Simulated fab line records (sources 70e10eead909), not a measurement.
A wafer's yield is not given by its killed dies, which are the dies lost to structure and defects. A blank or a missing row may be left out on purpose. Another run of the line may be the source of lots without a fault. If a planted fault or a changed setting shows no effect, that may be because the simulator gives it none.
Which of the tools did it? | flow nand-harc | 27 wafers from 9 lots sampled at 6 of the route's 1302 steps

WHAT EACH GAUGE READ, for each wafer
NHARC_END_WLT_00. Usual: VT_DECK1_BOTTOM 0.874, standard deviation 0.0066; VT_DECK1_BOTTOM_INNER 0.873, standard deviation 0.0062; VT_DECK1_MEDIAN_NEAR_BOTTOM 0.874, standard deviation 0.0069; VT_DECK1_MEDIAN_NEAR_BOTTOM_INNER 0.875, standard deviation 0.0062; VT_DECK1_MIDDLE 0.887, standard deviation 0.0054; VT_DECK1_MIDDLE_INNER 0.888, standard deviation 0.0061; VT_DECK1_TOP 0.899, standard deviation 0.0066; VT_DECK1_TOP_INNER 0.899, standard deviation 0.0067; VT_DECK2_BOTTOM 0.872, standard deviation 0.0076; VT_DECK2_BOTTOM_INNER 0.873, standard deviation 0.0076; VT_DECK2_MEDIAN_NEAR_BOTTOM 0.874, standard deviation 0.0079; VT_DECK2_MEDIAN_NEAR_BOTTOM_INNER 0.873, standard deviation 0.0077; VT_DECK2_MIDDLE 0.886, standard deviation 0.0078; VT_DECK2_MIDDLE_INNER 0.885, standard deviation 0.0072; VT_DECK2_TOP 0.897, standard deviation 0.0083; VT_DECK2_TOP_INNER 0.898, standard deviation 0.0083.
lot  | measured     | on        | VT_DECK1_BOTTOM                     | VT_DECK1_BOTTOM_INNER               | VT_DECK1_MEDIAN_NEAR_BOTTOM         | VT_DECK1_MEDIAN_NEAR_BOTTOM_INNER   | VT_DECK1_MIDDLE                     | VT_DECK1_MIDDLE_INNER               | VT_DECK1_TOP                        | VT_DECK1_TOP_INNER                  | VT_DECK2_BOTTOM                     | VT_DECK2_BOTTOM_INNER               | VT_DECK2_MEDIAN_NEAR_BOTTOM         | VT_DECK2_MEDIAN_NEAR_BOTTOM_INNER   | VT_DECK2_MIDDLE                     | VT_DECK2_MIDDLE_INNER               | VT_DECK2_TOP                        | VT_DECK2_TOP_INNER                  | flag
L251 | day 24 17:49 | prober-01 | 0.878 0.874 0.877                   | 0.872 0.868 0.871                   | 0.876 0.873 0.890                   | 0.874 0.874 0.872                   | 0.889 0.884 0.879                   | 0.886 0.890 0.888                   | 0.905 0.903 0.893                   | 0.894 0.897 0.892                   | 0.852 0.872 0.866                   | 0.859 0.875 0.863                   | 0.866 0.869 0.861                   | 0.861 0.873 0.871                   | 0.882 0.887 0.880                   | 0.888 0.881 0.886                   | 0.893 0.886 0.902                   | 0.898 0.889 0.887                   |
L253 | day 24 17:49 | prober-02 | 0.876 0.879 0.876                   | 0.885 0.874 0.877                   | 0.879 0.894 0.882                   | 0.878 0.887 0.877                   | 0.886 0.896 0.890                   | 0.898 0.895 0.882                   | 0.901 0.896 0.892                   | 0.906 0.893 0.904                   | 0.874 0.871 0.875                   | 0.882 0.871 0.874                   | 0.872 0.873 0.887                   | 0.879 0.872 0.873                   | 0.892 0.887 0.879                   | 0.886 0.881 0.885                   | 0.896 0.904 0.892                   | 0.906 0.902 0.896                   |
L255 | day 26 23:52 | prober-02 | 0.886 0.882 0.877                   | 0.880 0.879 0.884                   | 0.881 0.887 0.882                   | 0.880 0.893 0.881                   | 0.896 0.898 0.893                   | 0.897 0.898 0.886                   | 0.911 0.906 0.908                   | 0.914 0.913 0.911                   | 0.871 0.876 0.884                   | 0.870 0.882 0.875                   | 0.869 0.889 0.887                   | 0.863 0.884 0.880                   | 0.884 0.898 0.889                   | 0.885 0.894 0.885                   | 0.902 0.904 0.894                   | 0.895 0.902 0.897                   |
L256 | day 27 19:43 | prober-02 | 0.875 0.866 0.870                   | 0.876 0.870 0.868                   | 0.869 0.869 0.874                   | 0.876 0.867 0.873                   | 0.884 0.892 0.880                   | 0.884 0.883 0.880                   | 0.894 0.897 0.893                   | 0.896 0.889 0.893                   | 0.877 0.862 0.864                   | 0.870 0.865 0.862                   | 0.873 0.871 0.868                   | 0.881 0.862 0.865                   | 0.885 0.877 0.880                   | 0.880 0.879 0.880                   | 0.906 0.909 0.906                   | 0.900 0.906 0.900                   |
L257 | day 27 14:40 | prober-01 | 0.875 0.871 0.873                   | 0.873 0.880 0.871                   | 0.870 0.877 0.876                   | 0.869 0.876 0.881                   | 0.884 0.890 0.879                   | 0.893 0.885 0.890                   | 0.903 0.893 0.895                   | 0.897 0.895 0.902                   | 0.865 0.863 0.862                   | 0.867 0.857 0.863                   | 0.869 0.857 0.857                   | 0.865 0.868 0.866                   | 0.884 0.879 0.878                   | 0.876 0.875 0.876                   | 0.880 0.892 0.884                   | 0.887 0.882 0.883                   |
L258 | day 28 14:38 | prober-02 | 0.869 0.875 0.868                   | 0.869 0.882 0.869                   | 0.870 0.878 0.872                   | 0.875 0.875 0.870                   | 0.882 0.885 0.888                   | 0.884 0.885 0.887                   | 0.894 0.904 0.900                   | 0.894 0.895 0.899                   | 0.870 0.873 0.868                   | 0.866 0.869 0.869                   | 0.880 0.867 0.876                   | 0.872 0.874 0.869                   | 0.877 0.888 0.887                   | 0.879 0.879 0.877                   | 0.894 0.887 0.885                   | 0.884 0.888 0.885                   |
L259 | day 28 06:25 | prober-02 | 0.876 0.871 0.875                   | 0.871 0.865 0.876                   | 0.876 0.879 0.864                   | 0.874 0.864 0.879                   | 0.880 0.880 0.886                   | 0.889 0.886 0.889                   | 0.898 0.894 0.896                   | 0.901 0.893 0.893                   | 0.873 0.881 0.868                   | 0.883 0.875 0.866                   | 0.885 0.878 0.869                   | 0.884 0.882 0.873                   | 0.895 0.899 0.891                   | 0.890 0.898 0.887                   | 0.909 0.900 0.907                   | 0.909 0.896 0.903                   |
L261 | day 28 15:05 | prober-01 | 0.924 0.934 0.925 0.924 0.924 0.925 | 0.929 0.926 0.916 0.926 0.929 0.926 | 0.929 0.930 0.923 0.924 0.940 0.935 | 0.925 0.935 0.929 0.919 0.925 0.917 | 0.948 0.947 0.942 0.933 0.941 0.948 | 0.951 0.953 0.946 0.939 0.947 0.946 | 0.961 0.955 0.964 0.956 0.955 0.954 | 0.963 0.967 0.959 0.961 0.954 0.958 | 0.874 0.879 0.885 0.874 0.881 0.889 | 0.879 0.881 0.885 0.875 0.884 0.885 | 0.878 0.881 0.888 0.879 0.883 0.888 | 0.872 0.884 0.889 0.880 0.879 0.885 | 0.896 0.886 0.895 0.889 0.891 0.894 | 0.899 0.892 0.892 0.887 0.897 0.889 | 0.905 0.898 0.908 0.912 0.908 0.911 | 0.903 0.900 0.905 0.907 0.910 0.906 | OFF
L268 | day 31 16:05 | prober-02 | 0.867 0.869 0.877                   | 0.866 0.871 0.877                   | 0.869 0.864 0.875                   | 0.870 0.874 0.877                   | 0.886 0.880 0.883                   | 0.895 0.884 0.890                   | 0.902 0.889 0.894                   | 0.899 0.899 0.898                   | 0.890 0.883 0.876                   | 0.875 0.882 0.885                   | 0.884 0.884 0.887                   | 0.882 0.881 0.878                   | 0.896 0.891 0.894                   | 0.895 0.892 0.899                   | 0.908 0.909 0.900                   | 0.904 0.906 0.907                   |

NHARC_END_SORT_01. Usual: killed-at-array 58, standard deviation 17; killed-at-other 1.0, standard deviation 1.4; killed-at-periphery 3.6, standard deviation 2.4; killed-dies 62, standard deviation 17; killed-open 3.4, standard deviation 2; killed-short 2.2, standard deviation 1.6.
lot  | measured     | on        | killed-at-array | killed-at-other | killed-at-periphery | killed-dies | killed-open | killed-short | flag
L251 | day 24 20:49 | prober-01 | 50 53 51        | 0 0 0           | 4 2 2               | 54 55 53    | 1 2 1       | 3 4 1        |
L253 | day 24 20:53 | prober-02 | 62 73 66        | 3 2 0           | 3 3 1               | 68 78 67    | 2 2 0       | 2 1 2        |
L255 | day 27 03:26 | prober-02 | 58 64 69        | 1 0 0           | 3 6 3               | 62 70 72    | 4 5 4       | 0 5 3        |
L256 | day 27 23:02 | prober-02 | 79 60 70        | 2 0 1           | 1 5 5               | 82 65 76    | 8 2 1       | 4 3 0        |
L257 | day 27 17:59 | prober-01 | 54 60 65        | 0 0 0           | 10 3 7              | 64 63 72    | 9 4 6       | 5 2 1        |
L258 | day 28 17:59 | prober-02 | 62 60 69        | 3 1 0           | 3 1 3               | 68 62 72    | 3 2 3       | 1 2 2        |
L259 | day 28 09:22 | prober-02 | 44 43 33        | 0 0 0           | 2 2 1               | 46 45 34    | 3 4 0       | 1 0 1        |
L261 | day 29 04:34 | prober-01 | 52 59 42        | 2 0 3           | 6 7 1               | 60 66 46    | 1 3 1       | 7 1 1        |
L268 | day 31 19:07 | prober-02 | 50 53 46        | 0 1 1           | 1 3 3               | 51 57 50    | 2 3 0       | 1 3 1        |

WHICH TOOL RAN EACH LOT (tool, then ch and the chambers of the sampled wafers, then the start)
lot  | NHARC_A_CHANNEL_FILL_D1_ALD_02   | NHARC_A_CHANNEL_FILL_D1_ALD_14   | NHARC_A_CHANNEL_FILL_D1_CVD_18   | NHARC_A_CHANNEL_FILL_D1_STRIP_29
L251 | ald-hk-01 ch 1,3, day 9 07:38    | ald-hk-01 ch 0,1,2, day 9 14:41  | lpcvd-poly-03 ch 0, day 10 06:29 | rie-diel-13 ch 0,1,3, day 24 17:49 or earlier
L253 | ald-hk-04 ch 0,1, day 9 19:40    | ald-hk-01 ch 0,1,2, day 10 01:55 | lpcvd-poly-03 ch 0, day 10 16:53 | rie-diel-08 ch 1,3, day 24 17:49 or earlier
L255 | ald-hk-02 ch 0,2,3, day 11 07:40 | ald-hk-01 ch 0,1,3, day 11 14:56 | lpcvd-poly-03 ch 0, day 12 05:55 | rie-diel-08 ch 0,2,3, day 26 23:52 or earlier
L256 | ald-hk-01 ch 0,1,3, day 12 02:59 | ald-hk-01 ch 1,2, day 12 10:01   | lpcvd-poly-01 ch 0, day 13 01:03 | rie-diel-08 ch 0,1, day 27 19:43 or earlier
L257 | ald-hk-01 ch 0,1,2, day 12 04:06 | ald-hk-02 ch 0,1,2, day 12 10:01 | lpcvd-poly-01 ch 0, day 13 01:03 | rie-diel-08 ch 0,1, day 27 14:40 or earlier
L258 | ald-hk-02 ch 0,1,2, day 12 11:47 | ald-hk-04 ch 0,2,3, day 12 18:44 | lpcvd-poly-03 ch 0, day 13 09:44 | rie-diel-13 ch 0,2,3, day 28 14:38 or earlier
L259 | ald-hk-02 ch 0,2, day 12 21:01   | ald-hk-02 ch 0,1,2, day 13 04:03 | lpcvd-poly-01 ch 0, day 13 19:04 | rie-diel-08 ch 0,1, day 28 06:25 or earlier
L261 | ald-hk-04 ch 0,1,2, day 13 00:14 | ald-hk-01 ch 0,1, day 13 07:31   | lpcvd-poly-02 ch 0, day 13 22:27 | rie-diel-08 ch 0,1,2, day 28 15:05 or earlier
L268 | ald-hk-02 ch 0,1,3, day 16 14:22 | ald-hk-02 ch 0,1,3, day 16 21:26 | lpcvd-poly-02 ch 0, day 17 12:20 | rie-diel-08 ch 0,1,2, day 31 16:05 or earlier
- NHARC_A_CHANNEL_FILL_D1_ALD_02: deposits SiO2, target thk 6 nm, pulse time 10 s, ald cycles 60.
- NHARC_A_CHANNEL_FILL_D1_ALD_14: deposits SiO2, target thk 2.5 nm, pulse time 10 s, ald cycles 25.
- NHARC_A_CHANNEL_FILL_D1_CVD_18: deposits poly-Si, target thk 3 nm.
- NHARC_A_CHANNEL_FILL_D1_STRIP_29: strips in O2, time 20 s.

WHAT THE TOOLS THEMSELVES READ (means of the sampled wafers that have a number; where no wafer has one, the mark that the record gives instead)
NHARC_A_CHANNEL_FILL_D1_ALD_02. Usual: heater-power-w 480 W, standard deviation 36; precursor-pulse-height-rel 0.998, standard deviation 0.021.
lot  | tool      | heater-power-w (W) | precursor-pulse-height-rel | flag
L251 | ald-hk-01 | 541                | 1.011                      |
L253 | ald-hk-04 | 447                | 0.998                      |
L255 | ald-hk-02 | 473                | 0.994                      |
L256 | ald-hk-01 | 509                | 1.007                      |
L257 | ald-hk-01 | 487                | 0.991                      |
L258 | ald-hk-02 | 468                | 0.999                      |
L259 | ald-hk-02 | 469                | 0.989                      |
L261 | ald-hk-04 | 446                | 1.026                      |
L268 | ald-hk-02 | 469                | 0.988                      |

NHARC_A_CHANNEL_FILL_D1_ALD_14. Usual: heater-power-w 480 W, standard deviation 37; precursor-pulse-height-rel 0.998, standard deviation 0.021.
lot  | tool      | heater-power-w (W) | precursor-pulse-height-rel | flag
L251 | ald-hk-01 | 486                | 1.005                      |
L253 | ald-hk-01 | 489                | 1.001                      |
L255 | ald-hk-01 | 506                | 0.998                      |
L256 | ald-hk-01 | 520                | 0.997                      |
L257 | ald-hk-02 | 454                | 0.994                      |
L258 | ald-hk-04 | 462                | 1.001                      |
L259 | ald-hk-02 | 464                | 0.969                      |
L261 | ald-hk-01 | 518                | 0.989                      |
L268 | ald-hk-02 | 471                | 0.982                      |

NHARC_A_CHANNEL_FILL_D1_CVD_18. Usual: spike-tc-bottom-C 571.5 C, standard deviation 2.1; spike-tc-centre-C 549.8 C, standard deviation 1.2; spike-tc-lower-C 550.9 C, standard deviation 1.6; spike-tc-top-C 569.5 C, standard deviation 2; spike-tc-upper-C 549.1 C, standard deviation 1.2; tube-center-temp-C 550 C, standard deviation 0.049.
lot  | tool          | spike-tc-bottom-C (C) | spike-tc-centre-C (C) | spike-tc-lower-C (C) | spike-tc-top-C (C) | spike-tc-upper-C (C) | tube-center-temp-C (C) | flag
L251 | lpcvd-poly-03 | 569.7                 | 550.6                 | 549.2                | 569.5              | 549.6                | 550                    |
L253 | lpcvd-poly-03 | 569.8                 | 549.7                 | 550.2                | 568.9              | 550.1                | 550                    |
L255 | lpcvd-poly-03 | 569.5                 | 549.2                 | 549.4                | 568.6              | 549.4                | 550                    |
L256 | lpcvd-poly-01 | 572.7                 | 549.6                 | 552.9                | 570.6              | 549.6                | 550                    |
L257 | lpcvd-poly-01 | 571.8                 | 549.3                 | 551.5                | 571.7              | 550.4                | 550                    |
L258 | lpcvd-poly-03 | 570.2                 | 548.8                 | 549.4                | 568.8              | 549.6                | 550                    |
L259 | lpcvd-poly-01 | 573.1                 | 551.4                 | 552.5                | 571.5              | 549.9                | 550                    |
L261 | lpcvd-poly-02 | 587.0                 | 562.2                 | 564.7                | 580.6              | 561.5                | 564                    | OFF
L268 | lpcvd-poly-02 | 573.6                 | 548.9                 | 551.7                | 568.2              | 548.2                | 550                    |

NHARC_A_CHANNEL_FILL_D1_STRIP_29. Usual: drypump-motor-current-A 5.8 A, standard deviation 0.54; mfc-ar-sccm 0.0008 sccm, standard deviation 0.0021; oes-product-au 1.003 a.u., standard deviation 0.011; rf-vpp-V 57.6 V, standard deviation 0.98; showerhead-plenum-p-Torr 3.52 Torr, standard deviation 0.19; throttle-valve-pct 17.037 %, standard deviation 0.0097.
lot  | tool        | drypump-motor-current-A (A) | mfc-ar-sccm (sccm) | oes-product-au (a.u.) | rf-vpp-V (V) | showerhead-plenum-p-Torr (Torr) | throttle-valve-pct (%) | flag
L251 | rie-diel-13 | 5.7                         | 0.0020             | 0.993                 | 56.7         | 3.51                            | 17.046                 |
L253 | rie-diel-08 | 6.2                         | 0.0000             | 1.005                 | 57.7         | 3.63                            | 17.033                 |
L255 | rie-diel-08 | 5.9                         | 0.0000             | 1.011                 | 57.6         | 3.43                            | 17.039                 |
L256 | rie-diel-08 | 5.4                         | 0.0000             | 1.008                 | 57.9         | 3.48                            | 17.030                 |
L257 | rie-diel-08 | 5.4                         | 0.0000             | 1.000                 | 57.5         | 3.48                            | 17.039                 |
L258 | rie-diel-13 | 5.5                         | 0.0020             | 1.010                 | 59.5         | 3.53                            | 17.033                 |
L259 | rie-diel-08 | 5.4                         | 0.0000             | 1.010                 | 56.7         | 3.48                            | 17.031                 |
L261 | rie-diel-08 | 5.7                         | 0.0000             | 1.000                 | 58.4         | 3.59                            | 17.042                 |
L268 | rie-diel-08 | 5.7                         | 0.0000             | 1.000                 | 57.7         | 3.59                            | 17.027                 |

THE ANSWER, worked out from the rows above alone
Rule: a lot counts as off when the mean over its wafers that have a number is more than 3 standard deviations away from the usual mean. Also off: a lot with no number at a reading for which 4 or more lots have one. All remaining lots with rows at the step are treated as sound. Order of review: gauges by route order, followed by the tools' own readings, for which a lot's mean as printed above is used. The first step at which some lot is off is used, and at that step the reading that is off furthest; a lot without a number counts as furthest.
Off: L261, seen at NHARC_END_WLT_00 (VT_DECK1_MIDDLE).
If a tool, at a process step before that reading, ran all the lots that are off and no sound lot after the first of them, it fits. Not tried: the gauges at NHARC_END_WLT_00; whatever is off there is also off at NHARC_A_CHANNEL_FILL_D1_CVD_18, on other tools, and gauge error can't account for it. NHARC_A_CHANNEL_FILL_D1_STRIP_29 gives no start for some lots, so the hours and the order of its lots are those of NHARC_END_WLT_00. Undecided on this evidence; 2 tools fit (ald-hk-04 at NHARC_A_CHANNEL_FILL_D1_ALD_02, ald-hk-01 at NHARC_A_CHANNEL_FILL_D1_ALD_14).

WHAT WAS PUT IN BY THE SIMULATOR
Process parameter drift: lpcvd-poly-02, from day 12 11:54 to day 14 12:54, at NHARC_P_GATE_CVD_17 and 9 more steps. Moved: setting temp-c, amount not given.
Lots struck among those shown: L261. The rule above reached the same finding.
